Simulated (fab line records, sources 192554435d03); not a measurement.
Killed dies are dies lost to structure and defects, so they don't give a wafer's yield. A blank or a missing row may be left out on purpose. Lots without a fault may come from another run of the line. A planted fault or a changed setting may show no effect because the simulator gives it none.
fab line records | flow n5_finfet
record lots=8 wafers=24 last_day=18
route steps=1938 shown BEOL_M0@721 BEOL_M4@1111 PASSIVATION@1936
lots that met no fault: from a run of the same line without faults
start_h: hours from the record's first day to the start of the lot's first wafer shown | wait_h: hours since the lot's step before | " the same as in the row above | L1.1+2: a row that stands for several wafers | - no value, or no start given | * or withheld: withheld | < > ~ a bound
route shown NAME@n: a module of which the file shows steps, and the number in the route of the first | usual: mean/standard deviation of fault-free wafers | same: alike in all rows | chamber/n: place in a boat | sites: the reading at each site | _std_site: their standard deviation | _edge_site: outer sites' mean less inner sites' | radius_mm: how far each site lies from the wafer's centre | mask NAME#n: copy n | behind: the tool/chamber that last shaped the wafer | hold: why the lot was held/for how many hours/how that ended | device: the transistor (n, p or np) that didn't switch | end of line: the same wafers' tests at the end of the route | a step without rows: its recipe alone | killed: dies lost to structure and defects at the first sort, not the wafer's yield | map: a wafer's dies, x killed, . not, _ none there
set.NAME: the setting as run; set.NAME@STEP: as run at that earlier step | model.NAME: the simulator's own value behind a step, which no gauge read
steps of the route over a sample of lots; a table a step, a row a wafer
services: from which hour (start_h, from the record's first day; less than 0 if before it) a tool's chamber was out of use, for how many hours, and why
## steps
# step N5_BEOL_M0_TRENCH_ETCH_107
# recipe chemistry=C4F6/O2 target_depth_a=328 target=SiOC time_s=16.4 ion_energy_ev=250 pressure_mtorr=30 source_w=355 bias_w=185 Ar_flow_sccm=300 C4F6_flow_sccm=10 O2_flow_sccm=10
# usual chamber_pressure_mTorr=29.998/0.03 drypump_motor_current_A=5.9/0.55 mfc_ar_sccm=299.9/0.89 oes_o_777_au=0.81/0.09 oes_product_au=0.80/0.094 rf_vpp_V=658/11 showerhead_plenum_p_Torr=2.81/0.084 throttle_valve_pct=20.82/0.27
# columns lot.wafer tool chamber start_h wait_h chamber_pressure_mTorr drypump_motor_current_A mfc_ar_sccm oes_o_777_au oes_product_au rf_hours_counter_h rf_vpp_V showerhead_plenum_p_Torr throttle_valve_pct
L248.4 rie_diel-06 3 128.66 0.0 30.002 6.4 299.4 0.75 0.74 158 657 2.96 20.99
L248.5 " 2 " " 30.002 6.2 301.1 0.98 0.98 - 647 2.80 20.79
L248.6 " 3 " " 29.980 6.4 299.8 0.75 0.74 - 657 2.96 20.99
L256.2 rie_diel-02 0 169.64 0.0 30.021 5.1 300.9 0.89 0.89 44 665 2.79 20.68
L256.5 " 3 " " 29.971 5.9 300.8 0.72 0.70 - 674 2.82 21.09
L256.6 " 2 " " 29.970 6.2 299.7 0.82 0.80 - 642 2.78 20.95
L257.2 rie_diel-05 2 175.01 0.0 29.945 6.6 299.0 0.74 0.71 202 680 2.81 20.87
L257.3 " 3 " " 29.998 4.9 299.6 0.81 0.84 39 663 2.80 20.42
L257.6 " 2 " " 29.979 6.6 299.2 0.73 0.71 - 678 2.81 20.88
L266.3 rie_diel-05 3 228.09 0.0 30.011 4.9 299.9 0.78 0.80 62 663 2.79 20.45
L266.4 " 2 " " 30.021 6.6 299.7 0.72 0.69 224 679 2.80 20.90
L266.6 " 3 " " 30.033 4.9 300.1 0.78 0.80 - 664 2.79 20.46
L267.1 rie_diel-06 3 235.55 0.0 30.021 6.5 301.2 0.72 0.70 202 657 2.94 21.06
L267.5 " 1 " " 29.982 5.9 298.5 0.93 0.93 - 664 3.02 20.54
L267.6 " 2 " " 30.018 6.2 300.4 0.90 0.87 - 647 2.79 20.87
L268.2 rie_diel-06 2 241.55 0.0 29.996 6.2 299.6 0.89 0.88 49 645 2.79 20.86
L268.3 " 3 " " 30.005 6.5 297.9 0.72 0.71 204 656 2.94 21.06
L268.4 " 1 " " 29.984 5.9 299.5 0.92 0.93 24 663 3.02 20.54
L269.2 rie_diel-06 2 245.61 0.0 29.990 6.2 300.1 0.88 0.88 51 646 2.78 20.86
L269.4 " 0 " " 30.018 4.9 299.3 0.71 0.70 236 649 2.69 21.33
L269.6 " 1 " " 30.048 5.9 300.5 0.92 0.92 - 664 3.02 20.54
L270.3 rie_diel-05 2 249.72 0.0 30.054 6.6 299.8 0.72 0.70 230 680 2.80 20.93
L270.5 " 1 " " 29.957 6.3 300.8 0.89 0.88 - 669 2.79 20.80
L270.6 " 0 " " 30.008 6.0 300.0 0.73 0.74 - 650 2.72 20.68
# step N5_BEOL_M0_STRIP_142
# recipe chemistry=N2/H2 time_s=10 power_w=450 temp_c=40 pressure_mtorr=20 rf_frequency_hz=6e+07 bias_power_w=7 n2_flow_sccm=200 h2_flow_sccm=200
# usual chamber_pressure_mTorr=20.004/0.021 drypump_motor_current_A=5.9/0.55 h2_flow_sccm=200.0/0.58 oes_product_au=0.80/0.095 rf_vpp_V=59.0/0.89 showerhead_plenum_p_Torr=2.50/0.08 throttle_valve_pct=23.6/0.46
# columns lot.wafer tool chamber start_h wait_h chamber_pressure_mTorr drypump_motor_current_A h2_flow_sccm oes_product_au rf_hours_counter_h rf_vpp_V showerhead_plenum_p_Torr throttle_valve_pct
L248.4 rie_diel-06 3 128.68 0.0 19.997 6.5 200.3 0.75 158 59.3 2.66 24.1
L248.5 " 2 " " 19.997 6.2 199.6 0.98 - 57.6 2.49 23.5
L248.6 " 3 " " 20.003 6.5 200.8 0.74 - 59.4 2.66 24.1
L256.2 rie_diel-02 0 169.67 0.0 19.979 5.1 199.2 0.89 44 58.5 2.50 23.9
L256.5 " 3 " " 19.988 6.0 200.1 0.70 - 59.9 2.52 24.1
L256.6 " 2 " " 19.990 6.2 200.5 0.79 - 57.4 2.47 23.6
L257.2 rie_diel-05 2 175.04 0.0 20.025 6.6 199.9 0.72 202 60.3 2.52 23.9
L257.3 " 3 " " 20.000 4.9 199.5 0.84 39 59.7 2.47 23.0
L257.6 " 2 " " 20.008 6.6 199.8 0.71 - 58.3 2.52 23.9
L266.3 rie_diel-05 3 228.11 0.0 20.005 4.9 199.8 0.81 62 58.5 2.46 23.0
L266.4 " 2 " " 20.013 6.6 200.3 0.69 224 59.3 2.51 23.9
L266.6 " 3 " " 20.032 4.9 200.1 0.81 - 58.3 2.46 23.0
L267.1 rie_diel-06 3 235.58 0.0 19.994 6.4 199.4 0.72 202 59.8 2.64 24.2
L267.5 " 1 " " 19.982 5.9 199.8 0.93 - 59.5 2.68 22.9
L267.6 " 2 " " 20.017 6.2 200.6 0.88 - 60.0 2.48 23.6
L268.2 rie_diel-06 2 241.58 0.0 20.014 6.2 200.9 0.90 49 57.4 2.47 23.6
L268.3 " 3 " " 20.017 6.5 200.0 0.70 204 59.7 2.64 24.1
L268.4 " 1 " " 20.011 5.9 200.5 0.92 24 60.0 2.68 22.9
L269.2 rie_diel-06 2 245.63 0.0 19.999 6.2 200.4 0.89 51 59.5 2.47 23.6
L269.4 " 0 " " 19.986 4.9 199.3 0.69 236 57.3 2.41 24.2
L269.6 " 1 " " 19.988 5.9 199.9 0.93 - 59.9 2.68 22.9
L270.3 rie_diel-05 2 249.74 0.0 20.014 6.6 200.6 0.69 230 59.6 2.51 23.9
L270.5 " 1 " " 19.978 6.3 200.1 0.86 - 58.0 2.46 23.1
L270.6 " 0 " " 19.998 6.0 200.3 0.74 - 59.1 2.45 23.6
# step N5_BEOL_M0_OCD_MEAS_108
# usual trench_depth_nm=32.8/0.78
# columns lot.wafer tool chamber start_h wait_h trench_depth_nm
L248.4 ocd-02 - 128.77 0.1 32.7
L248.5 " - " " 33.7
L248.6 " - " " 31.9
L256.2 ocd-01 - 169.76 0.1 33.7
L256.5 " - " " 33.1
L256.6 " - " " 33.3
L257.2 ocd-01 - 175.12 0.1 33.1
L257.3 " - " " 31.9
L257.6 " - " " 33.5
L266.3 ocd-01 - 228.20 0.1 31.4
L266.4 " - " " 32.4
L266.6 " - " " 30.7
L267.1 ocd-01 - 235.66 0.1 31.4
L267.5 " - " " 33.2
L267.6 " - " " 33.4
L268.2 ocd-02 - 241.66 0.1 33.0
L268.3 " - " " 31.7
L268.4 " - " " 33.8
L269.2 ocd-01 - 245.72 0.1 33.7
L269.4 " - " " 33.0
L269.6 " - " " 32.9
L270.3 ocd-01 - 249.82 0.1 33.3
L270.5 " - " " 33.4
L270.6 " - " " 32.6
# step N5_BEOL_M0_ALD_136
# recipe material=TaN target_thk_a=* temp_c=275 ald_precursor_family=PDMAT ald_co_reactant=NH3 pressure_torr=3 carrier_flow_sccm=1500 pulse_time_s=2 purge_time_s=3 co_reactant_purge_time_s=2 co_reactant_pulse_time_s=3 ald_cycles=30 precursor_vessel_temp_c=75 precursor_vessel_pressure_torr=26.25 precursor_vessel_carrier_sccm=1000
# usual ald_cycles=30/0 chamber_pressure_Torr=3.000/0.0071 heater_power_w=413/38 precursor_vessel_carrier_sccm=999.5/2.8
# columns lot.wafer tool chamber start_h wait_h ald_cycles chamber_pressure_Torr heater_power_w precursor_vessel_carrier_sccm
L248.4 ald_metal-03 3 129.89 0.1 30 2.997 403 1001.4
L248.5 " 1 " " 30 3.005 410 998.3
L248.6 " 2 " " 30 2.989 423 999.3
L256.2 ald_metal-02 0 171.35 0.0 - - - -
L256.5 " 0 " " - - - -
L256.6 " 1 " " - - - -
L257.2 ald_metal-03 2 176.65 0.3 - - - -
L257.3 " 1 " " - - - -
L257.6 " 3 " " - - - -
L266.3 ald_metal-01 1 229.07 0.1 30 3.000 379 998.2
L266.4 " 2 " " 30 2.989 494 998.3
L266.6 " 0 " " 30 2.997 396 1002.9
L267.1 ald_metal-01 1 238.17 0.3 30 2.995 392 996.1
L267.5 " 0 " " 30 2.988 398 994.2
L267.6 " 2 " " 30 2.998 502 996.7
L268.2 ald_metal-02 1 242.28 0.1 30 3.003 432 1001.3
L268.3 " 3 " " 30 2.994 352 1000.5
L268.4 " 0 " " 30 3.001 400 999.4
L269.2 ald_metal-01 1 246.73 0.0 30 2.993 383 999.3
L269.4 " 0 " " 30 3.000 392 1002.0
L269.6 " 1 " " 30 2.999 384 1003.2
L270.3 ald_metal-02 2 251.92 0.1 30 3.000 402 1002.0
L270.5 " 1 " " 30 3.005 431 994.9
L270.6 " 0 " " 30 2.996 406 999.7
# step N5_BEOL_M0_CMP_120
# recipe stop_on=SiOC t_overpolish_s=6.9 down_force_psi=1 platen_rpm=50 clearing_platen_down_force_psi=1.5 clearing_platen_rpm=50 post_cmp_clean=cu_alkaline clearing_platen_pad_velocity_m_s=0.99484 pad_velocity_m_s=0.99484
# usual barrier_field_endpoint_s=3.69/0.13 motor_current_A=6.0/0.69 slurry_flow_ml_min=149.9/0.45
# columns lot.wafer tool chamber start_h wait_h barrier_field_endpoint_s motor_current_A slurry_flow_ml_min
L248.4 cmp-03 2 131.56 0.2 3.79 6.4 149.9
L248.6 " 0 " " 3.82 5.8 150.1
L248.5 " 1 " " 3.85 5.7 149.3
L256.2 cmp-02 2 172.76 0.3 1.80 5.1 150.0
L256.6 " 0 " " 1.80 5.8 149.7
L256.5 " 1 " " 1.65 6.6 150.2
L257.2 cmp-03 0 178.21 0.2 1.84 6.0 150.1
L257.3 " 2 " " 1.87 6.2 149.7
L257.6 " 1 " " 1.88 5.5 150.0
L266.4 cmp-04 3 232.17 0.2 3.71 5.3 151.0
L266.3 " 1 " " 3.81 5.6 149.7
L266.6 " 2 " " 3.80 6.0 149.3
L267.1 cmp-03 3 240.24 0.3 3.60 7.6 150.0
L267.6 " 1 " " 3.57 5.3 149.9
L267.5 " 2 " " 3.65 5.8 150.0
L268.2 cmp-03 1 245.40 0.2 3.70 5.5 149.7
L268.4 " 2 " " 3.66 6.1 150.5
L268.3 " 3 " " 3.65 7.7 150.0
L269.2 cmp-03 0 248.43 0.2 3.64 6.4 148.8
L269.4 " 1 " " 3.63 5.3 149.9
L269.6 " 0 " " 3.71 6.0 149.1
L270.3 cmp-04 3 253.72 0.2 3.79 5.3 149.5
L270.6 " 3 " " 3.67 5.5 148.9
L270.5 " 0 " " 3.95 5.8 149.8
# step N5_BEOL_M4_RC_MEAS_101
# usual DIBL_N=35.9/1.7 DIBL_P=36.0/2.2 IOFF_N=0.16/0.031 IOFF_P=0.21/0.039 ION_N=678/13 ION_P=464/8.8 SS_N=71.5/0.61 SS_P=73.2/0.68 VT_N=249/3.3 VT_P=-250/3.8
# columns lot.wafer tool chamber start_h wait_h DIBL_N[mV/V] DIBL_P[mV/V] IOFF_N[nA/um] IOFF_P[nA/um] ION_N[uA/um] ION_P[uA/um] SS_N[mV/dec] SS_P[mV/dec] VT_N[mV] VT_P[mV]
L248.4 prober-01 0 175.67 0.5 38.4 37.7 0.21 0.26 695 470 71.6 73.7 243 -247
L248.5 " 0 " " 39.0 39.2 0.23 0.27 705 480 72.3 74.5 245 -246
L248.6 " 0 " " 37.1 36.2 0.19 0.24 686 473 71.4 73.2 244 -247
L266.3 prober-02 0 281.73 0.3 35.3 33.9 0.13 0.17 651 447 71.1 72.2 255 -254
L266.4 " 0 " " 36.2 35.6 0.14 0.19 677 465 71.7 73.0 252 -251
L266.6 " 0 " " 34.4 33.5 0.12 0.16 655 452 71.4 72.7 255 -252
L267.1 prober-02 0 285.06 0.0 34.2 33.5 0.12 0.15 660 455 70.2 72.6 254 -254
L267.5 " 0 " " 32.8 31.1 0.10 0.13 657 450 71.3 72.6 257 -257
L267.6 " 0 " " 36.7 37.7 0.16 0.21 677 460 71.0 73.4 249 -254
L268.2 prober-02 0 294.82 0.2 37.5 37.3 0.19 0.28 692 472 72.1 74.0 246 -244
L268.3 " 0 " " 34.6 33.9 0.14 0.22 679 477 70.7 72.9 251 -246
L268.4 " 0 " " 35.9 35.3 0.16 0.23 678 470 71.8 72.9 248 -247
L269.2 prober-02 0 310.91 0.2 32.6 34.7 0.13 0.21 678 471 71.6 72.8 253 -248
L269.4 " 0 " " 34.8 36.8 0.17 0.23 685 472 72.3 73.4 249 -250
L269.6 " 0 " " 34.6 36.9 0.16 0.25 674 466 72.4 74.2 251 -248
L270.3 prober-02 0 314.06 0.3 34.9 33.1 0.13 0.17 681 462 71.8 73.0 251 -252
L270.5 " 0 " " 38.4 38.7 0.20 0.25 688 463 72.1 73.7 245 -249
L270.6 " 0 " " 34.8 33.7 0.13 0.17 690 465 70.8 72.6 250 -254
# step N5_PASSIVATION_PROBE_49
# usual defect_limited_yield=90.9/1.5 killed_at_M0_to_M3=36/10 killed_at_M4_up=13/5.5 killed_at_contacts=12/5.6 killed_at_front_end=42/12 killed_at_other=4/3.2 killed_dies=108/18 killed_on_rim=15/4.1 killed_open=71/13 killed_short=34/7.8 sort_bin_5_function=5.4/1 sort_bin_6_memory=3.4/0.68 sort_n_pass=1072/18 sort_yield_pct=90.9/1.5
# same gross_dies=1180 killed_at_back_side=0 sort_bin_4_leakage[%]=0 sort_bin_8_speed[%]=0
# columns lot.wafer tool chamber start_h wait_h defect_limited_yield[%] killed_at_M0_to_M3 killed_at_M4_up killed_at_contacts killed_at_front_end killed_at_other killed_dies killed_on_rim killed_open killed_short sort_bin_5_function[%] sort_bin_6_memory[%] sort_n_pass sort_yield_pct[%]
L248.4 prober-02 - 276.08 0.2 90.3 34 10 3 63 4 114 15 84 27 6.3 3.1 1066 90.3
L248.5 prober-02 - 276.13 0.2 88.9 44 11 11 65 0 131 22 92 35 6.4 4.0 1049 88.9
L248.6 prober-02 - 276.18 0.3 91.3 44 9 2 47 1 103 18 71 32 5.3 3.2 1077 91.3
L256.2 prober-01 - 339.71 0.1 0 1118 14 21 24 3 1180 152 74 32 96.7 3.1 0 0
L256.5 prober-01 - 339.86 0.2 0 1084 10 30 54 2 1180 152 88 40 95.3 4.3 0 0
L256.6 prober-01 - 339.91 0.3 0 1117 17 15 30 1 1180 152 83 36 95.4 4.1 0 0
L257.2 prober-02 - 340.54 0.1 0 1127 16 8 19 10 1180 152 65 29 96.8 3.0 0 0
L257.3 prober-02 - 340.59 0.1 0 1116 11 10 39 4 1180 152 82 24 97.1 2.7 0 0
L257.6 prober-02 - 340.74 0.3 0 1129 12 8 29 2 1180 152 61 28 97.2 2.5 0 0
L267.1 prober-02 - 398.95 0.0 90.3 37 19 12 47 0 115 19 73 41 5.9 3.6 1065 90.3
L267.5 prober-02 - 399.15 0.2 89.9 40 8 10 59 2 119 14 73 46 6.1 3.5 1061 89.9
L267.6 prober-02 - 399.20 0.3 89.6 41 9 20 47 6 123 19 83 39 6.0 4.1 1057 89.6
L266.3 prober-01 - 399.21 0.1 90.4 40 8 5 47 13 113 17 73 38 5.8 3.3 1067 90.4
L266.4 prober-01 - 399.26 0.2 92.6 38 11 7 24 7 87 8 56 27 4.3 2.9 1093 92.6
L266.6 prober-01 - 399.36 0.3 91.0 34 10 10 46 6 106 11 71 32 4.3 4.3 1074 91.0
L268.2 prober-01 - 410.77 0.1 90.8 33 17 16 42 1 109 10 72 32 4.7 3.9 1071 90.8
L268.3 prober-01 - 410.82 0.1 86.9 52 20 19 59 4 154 20 106 47 8.4 4.4 1026 86.9
L268.4 prober-01 - 410.87 0.2 91.1 30 12 26 37 0 105 16 74 30 4.8 4.0 1075 91.1
# killed by level:class
L248.4 STI_FIN_REVEAL:geometric_particle:open=26 FIN_SAQP:geometric_particle:short=10 FIN_SAQP:geometric_particle:open=9 BEOL_M3:geometric_particle:open=9 BEOL_M4:geometric_particle:open=7 BEOL_M2:geometric_particle:open=7 BEOL_M0_SAQP:geometric_particle:open=5 GATE_CUT:geometric_particle:short=4
L248.5 STI_FIN_REVEAL:geometric_particle:open=31 BEOL_M0_SAQP:geometric_particle:short=12 BEOL_M0_SAQP:geometric_particle:open=11 MOL_CONTACT_COAG:geometric_particle:open=10 BEOL_M3:geometric_particle:open=9 FIN_SAQP:geometric_particle:open=8 FIN_SAQP:geometric_particle:short=7 STI_FIN_REVEAL:geometric_particle:short=6
L248.6 STI_FIN_REVEAL:geometric_particle:open=19 BEOL_M1:geometric_particle:open=13 BEOL_M0_SAQP:geometric_particle:open=8 FIN_SAQP:geometric_particle:open=6 STI_FIN_REVEAL:geometric_particle:short=6 BEOL_M0_SAQP:geometric_particle:short=6 BEOL_M2:geometric_particle:open=5 FIN_SAQP:geometric_particle:short=4
L256.2 BEOL_M0:area_ald=1072 MOL_CONTACT_COAG:geometric_particle:open=17 BEOL_M3:geometric_particle:open=12 BEOL_M2:geometric_particle:open=10 BEOL_M1:geometric_particle:open=7 STI_FIN_REVEAL:geometric_particle:open=6 BEOL_M3:geometric_particle:short=5 STARTING-WAFER:geometric_particle:short=4
L256.5 BEOL_M0:area_ald=1050 MOL_CONTACT_COAG:geometric_particle:open=26 STI_FIN_REVEAL:geometric_particle:open=17 FIN_SAQP:geometric_particle:short=11 BEOL_M2:geometric_particle:open=8 BEOL_M3:geometric_particle:open=8 FIN_SAQP:geometric_particle:open=7 STI_FIN_REVEAL:geometric_particle:short=4
L256.6 BEOL_M0:area_ald=1060 BEOL_M3:geometric_particle:open=16 MOL_CONTACT_COAG:geometric_particle:open=14 BEOL_M1:geometric_particle:open=12 BEOL_M0_SAQP:geometric_particle:short=9 BEOL_M0_SAQP:geometric_particle:open=8 BEOL_M2:geometric_particle:open=7 BEOL_M4:geometric_particle:open=7
L257.2 BEOL_M0:area_ald=1086 BEOL_M2:geometric_particle:open=9 BEOL_M1:geometric_particle:open=9 BEOL_M3:geometric_particle:open=8 MOL_CONTACT_COAG:geometric_particle:open=7 BEOL_M4:geometric_particle:open=7 BEOL_M1:geometric_particle:short=5 FIN_SAQP:geometric_particle:open=4
L257.3 BEOL_M0:area_ald=1074 BEOL_M2:geometric_particle:open=24 STI_FIN_REVEAL:geometric_particle:open=12 MOL_CONTACT_COAG:geometric_particle:open=8 GATE_CUT:geometric_particle:short=6 BEOL_M0_SAQP:geometric_particle:open=6 BEOL_M4:geometric_particle:open=5 BEOL_M1:geometric_particle:open=4
L257.6 BEOL_M0:area_ald=1090 BEOL_M1:geometric_particle:open=10 BEOL_M2:geometric_particle:open=10 FIN_SAQP:geometric_particle:open=6 MOL_CONTACT_COAG:geometric_particle:open=6 BEOL_M0_SAQP:geometric_particle:short=5 BEOL_M3:geometric_particle:open=5 BEOL_M8:geometric_particle:open=5
L267.1 STI_FIN_REVEAL:geometric_particle:open=14 BEOL_M0_SAQP:geometric_particle:short=13 MOL_CONTACT_COAG:geometric_particle:open=11 BEOL_M4:geometric_particle:open=9 FIN_SAQP:geometric_particle:open=7 BEOL_M0_SAQP:geometric_particle:open=7 FIN_SAQP:geometric_particle:short=6 GATE_CUT:geometric_particle:short=5
L267.5 FIN_SAQP:geometric_particle:short=17 FIN_SAQP:geometric_particle:open=13 BEOL_M0_SAQP:geometric_particle:short=11 BEOL_M0_SAQP:geometric_particle:open=10 MOL_CONTACT_COAG:geometric_particle:open=8 STI_FIN_REVEAL:geometric_particle:open=7 BEOL_M2:geometric_particle:open=7 BEOL_M1:geometric_particle:open=5
L267.6 MOL_CONTACT_COAG:geometric_particle:open=15 BEOL_M0_SAQP:geometric_particle:short=13 BEOL_M0_SAQP:geometric_particle:open=11 STI_FIN_REVEAL:geometric_particle:open=10 BEOL_M2:geometric_particle:open=10 FIN_SAQP:geometric_particle:open=9 FIN_SAQP:geometric_particle:short=6 BEOL_M3:geometric_particle:open=6
L266.3 FIN_SAQP:geometric_particle:short=14 FIN_SAQP:geometric_particle:open=11 BEOL_M0_SAQP:geometric_particle:short=11 BEOL_M2:geometric_particle:open=9 STI_FIN_REVEAL:geometric_particle:open=8 BEOL_M0_SAQP:geometric_particle:open=8 MIM_TOP_ETCH:geometric_particle:open=7 MOL_CONTACT_COAG:geometric_particle:open=5
L266.4 BEOL_M1:geometric_particle:open=11 BEOL_M0_SAQP:geometric_particle:short=9 MOL_CONTACT_COAG:geometric_particle:open=7 BEOL_M0_SAQP:geometric_particle:open=6 BEOL_M2:geometric_particle:open=6 STI_FIN_REVEAL:geometric_particle:open=5 BEOL_M5:geometric_particle:open=5 FIN_SAQP:geometric_particle:short=4
L266.6 STI_FIN_REVEAL:geometric_particle:open=11 MOL_CONTACT_COAG:geometric_particle:open=7 BEOL_M0_SAQP:geometric_particle:short=6 SPACER0:geometric_particle:open=6 BEOL_M3:geometric_particle:open=6 FIN_SAQP:geometric_particle:open=5 BEOL_M0_SAQP:geometric_particle:open=5 BEOL_M1:geometric_particle:open=5
L268.2 MOL_CONTACT_COAG:geometric_particle:open=13 BEOL_M3:geometric_particle:open=10 FIN_SAQP:geometric_particle:open=9 STI_FIN_REVEAL:geometric_particle:open=8 BEOL_M5:geometric_particle:open=8 FIN_SAQP:geometric_particle:short=7 BEOL_M0_SAQP:geometric_particle:short=7 BEOL_M2:geometric_particle:open=6
L268.3 BEOL_M2:geometric_particle:open=19 FIN_SAQP:geometric_particle:open=18 FIN_SAQP:geometric_particle:short=16 MOL_CONTACT_COAG:geometric_particle:open=13 BEOL_M4:geometric_particle:open=9 BEOL_M0_SAQP:geometric_particle:open=9 DUMMY_GATE:geometric_particle:open=7 MOL_CONTACT_COAG:geometric_particle:short=6
L268.4 MOL_CONTACT_COAG:geometric_particle:open=21 FIN_SAQP:geometric_particle:open=10 BEOL_M2:geometric_particle:open=10 FIN_SAQP:geometric_particle:short=9 MOL_CONTACT_COAG:geometric_particle:short=5 BEOL_M4:geometric_particle:open=5 STI_FIN_REVEAL:geometric_particle:open=4 BEOL_M0_SAQP:geometric_particle:short=4
## services
# columns tool chamber start_h hours kind
ald_metal-01 3 115.70 279.0 repair
ald_metal-02 2 118.15 5.5 repair
rie_diel-02 0 126.72 16.1 repair
cmp-03 - 135.41 4.0 pm
cmp-04 - 145.63 1.0 repair
ald_metal-01 - 147.30 0.9 repair
rie_diel-06 1 151.02 - clean
rie_diel-06 1 151.02 - consumable_replace:focus_ring
cmp-04 - 154.06 1.0 repair
rie_diel-05 1 162.15 36.3 repair
ald_metal-03 0 163.31 4.2 repair
ald_metal-01 2 189.20 28.2 repair
cmp-04 - 191.97 1.2 repair
rie_diel-06 2 197.89 1.5 repair
rie_diel-02 1 198.27 1.6 repair
ald_metal-02 - 199.93 1.4 repair
ald_metal-01 - 203.70 0.3 repair
rie_diel-06 0 220.63 6.6 repair
cmp-04 - 222.71 5.0 pm
ald_metal-03 - 227.70 28.1 pm
rie_diel-02 - 229.71 0.5 repair
ald_metal-02 - 229.87 1.3 repair
cmp-02 - 235.02 4.0 pm
ald_metal-02 1 236.96 4.1 repair
## key
first_sign step=N5_BEOL_M0_ALD_136 reading=tool_record direction=missing
effect step=N5_BEOL_M0_CMP_120 reading=barrier_field_endpoint_s direction=down sigmas=15 usual=3.69 struck=1.81
effect step=N5_PASSIVATION_PROBE_49 reading=killed_at_M0_to_M3 direction=up sigmas=99+ usual=36 struck=1115
more_kills_born_at N5_BEOL_M0_ALD_136@ald_metal-03=3250 N5_BEOL_M0_ALD_136@ald_metal-02=3180
met_at N5_BEOL_M0_ALD_136
struck_lots L256,L257
later_rows_left_out L256.2,L256.5,L256.6,L257.2,L257.3,L257.6
not_acting_at N5_BEOL_M0_TRENCH_ETCH_107,N5_BEOL_M0_STRIP_142,N5_BEOL_M0_OCD_MEAS_108
onset_between 129.89 171.35
fault kind=skipped_step_whole tool=ald_metal-02,ald_metal-03 chamber=- onset_h=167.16 steps=N5_BEOL_M0_ALD_136 scope=struck_lots_only
# later_rows_left_out: the simulator's readings of these wafers behind a module that went badly wrong aren't trusted and aren't shown, but for the sort
